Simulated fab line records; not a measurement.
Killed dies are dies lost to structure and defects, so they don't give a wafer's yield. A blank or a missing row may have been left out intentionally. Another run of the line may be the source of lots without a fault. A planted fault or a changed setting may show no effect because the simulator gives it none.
Matching of chambers	flow n5-finfet	4 sister chambers for N5_BEOL_M3_DESCUM_16 on rie-diel-03
The step chemistry O2, time 7 s. 14 wafers are shown with their chamber, then 7 later ones without.

## WAFERS, EACH WITH ITS CHAMBER
wafer	chamber	drypump-motor-current-A (A)	throttle-valve-pct (%)	oes-product-au (a.u.)
L076.1	3	4.9	20.72	0.75
L076.4	1	6.4	20.66	0.78
L076.5	3	4.9	20.71	0.76
L077.1	0	6.0	20.36	0.88
L077.4	1	6.4	20.67	0.77
L077.5	1	6.4	20.66	0.77
L079.1	1	6.5	20.67	0.77
L079.4	2	5.4	20.78	0.68
L079.6	0	6.0	20.37	0.87
L080.1	2	5.4	20.80	0.67
L080.3	1	6.4	20.68	0.76
L080.6	0	6.0	20.39	0.86
L090.1	3	4.9	20.75	0.74
L090.3	0	6.0	20.41	0.85

SIGNATURES (means of the wafers above)
reading	chamber 0	chamber 1	chamber 2	chamber 3	scatter within a chamber
drypump-motor-current-A	6.000	6.420	5.400	4.900	0.0283
throttle-valve-pct	20.3825	20.6680	20.7900	20.7267	0.0168
oes-product-au	0.8650	0.7700	0.6750	0.7500	0.00975
Rule: a wafer lies at a distance from a chamber equal to the root of the sum of squares, over the readings, of (its reading less the chamber's mean, divided by the reading's scatter). The wafer belongs to the nearest chamber; if the next one is less than 2 further off, it can't be placed. The scatter: take each reading less its chamber's mean, square it, sum over the shown wafers, divide by the number of wafers less the number of chambers, and take the root.

## WAFERS WHOSE CHAMBER IS MISSING
wafer	drypump-motor-current-A (A)	throttle-valve-pct (%)	oes-product-au (a.u.)
L090.5	4.9	20.76	0.73
L093.3	6.0	20.41	0.84
L093.4	6.5	20.70	0.75
L093.6	6.5	20.69	0.75
L094.4	6.5	20.71	0.75
L094.5	6.4	20.71	0.75
L094.6	6.0	20.43	0.84

## WHICH CHAMBER EACH WENT THROUGH
wafer	from the rows above	in truth
L090.5	3	3
L093.3	0	0
L093.4	1	1
L093.6	1	1
L094.4	1	1
L094.5	1	1
L094.6	0	0
7 of 7 placed correctly. Can't be placed from these rows: 0. Number placed wrongly: 0.
